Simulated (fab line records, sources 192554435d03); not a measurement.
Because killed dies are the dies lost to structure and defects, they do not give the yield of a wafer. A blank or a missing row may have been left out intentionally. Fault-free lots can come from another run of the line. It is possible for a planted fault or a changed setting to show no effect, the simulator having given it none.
Matching of chambers :: flow n5-finfet :: N5_BEOL_M6_ETCH_65 on rie-diel-01 has 4 sister chambers
The step etches SiARC in CF4, target depth 15.6 nm, time 26 s. 8 wafers are shown with their chamber, then 7 later ones without.

== WAFERS PAIRED WITH THEIR CHAMBERS ==
wafer: L078.3
chamber: 2
drypump-motor-current-A (A): 5.1
showerhead-plenum-p-Torr (Torr): 2.13

wafer: L078.4
chamber: 1
drypump-motor-current-A (A): 5.2
showerhead-plenum-p-Torr (Torr): 2.06

wafer: L081.5
chamber: 3
drypump-motor-current-A (A): 5.7
showerhead-plenum-p-Torr (Torr): 2.22

wafer: L082.2
chamber: 0
drypump-motor-current-A (A): 6.3
showerhead-plenum-p-Torr (Torr): 2.12

wafer: L082.3
chamber: 2
drypump-motor-current-A (A): 5.1
showerhead-plenum-p-Torr (Torr): 2.13

wafer: L082.6
chamber: 0
drypump-motor-current-A (A): 6.3
showerhead-plenum-p-Torr (Torr): 2.12

wafer: L091.2
chamber: 3
drypump-motor-current-A (A): 5.8
showerhead-plenum-p-Torr (Torr): 2.21

wafer: L091.3
chamber: 1
drypump-motor-current-A (A): 5.2
showerhead-plenum-p-Torr (Torr): 2.05

== WAFERS WITHOUT THEIR CHAMBER ==
wafer: L091.6
drypump-motor-current-A (A): 5.1
showerhead-plenum-p-Torr (Torr): 2.12

wafer: L092.3
drypump-motor-current-A (A): 5.2
showerhead-plenum-p-Torr (Torr): 2.12

wafer: L092.5
drypump-motor-current-A (A): 6.3
showerhead-plenum-p-Torr (Torr): 2.11

wafer: L092.6
drypump-motor-current-A (A): 5.1
showerhead-plenum-p-Torr (Torr): 2.12

wafer: L095.2
drypump-motor-current-A (A): 5.1
showerhead-plenum-p-Torr (Torr): 2.12

wafer: L095.4
drypump-motor-current-A (A): 5.7
showerhead-plenum-p-Torr (Torr): 2.21

wafer: L095.6
drypump-motor-current-A (A): 6.3
showerhead-plenum-p-Torr (Torr): 2.11

== WHICH CHAMBER EACH WENT THROUGH ==
wafer: L091.6
from the rows above: 2
in truth: 2

wafer: L092.3
from the rows above: 2
in truth: 2

wafer: L092.5
from the rows above: 0
in truth: 0

wafer: L092.6
from the rows above: 2
in truth: 2

wafer: L095.2
from the rows above: 2
in truth: 2

wafer: L095.4
from the rows above: 3
in truth: 3

wafer: L095.6
from the rows above: 0
in truth: 0
Correctly placed: 7 of 7. Number that these rows cannot place: 0. Wrongly placed: 0.
How it was worked out, from the rows above alone: a wafer's distance from a chamber is the root of the sum, over the readings, of the square of ((its reading less the chamber's mean) divided by the reading's scatter). The wafer belongs to the nearest chamber; if the next one is less than 2 further off, it can't be placed. The mean given for a chamber averages the wafers shown for that chamber. The scatter: take each reading less its chamber's mean, square it, sum over the shown wafers, divide by the number of wafers less the number of chambers, and take the root.
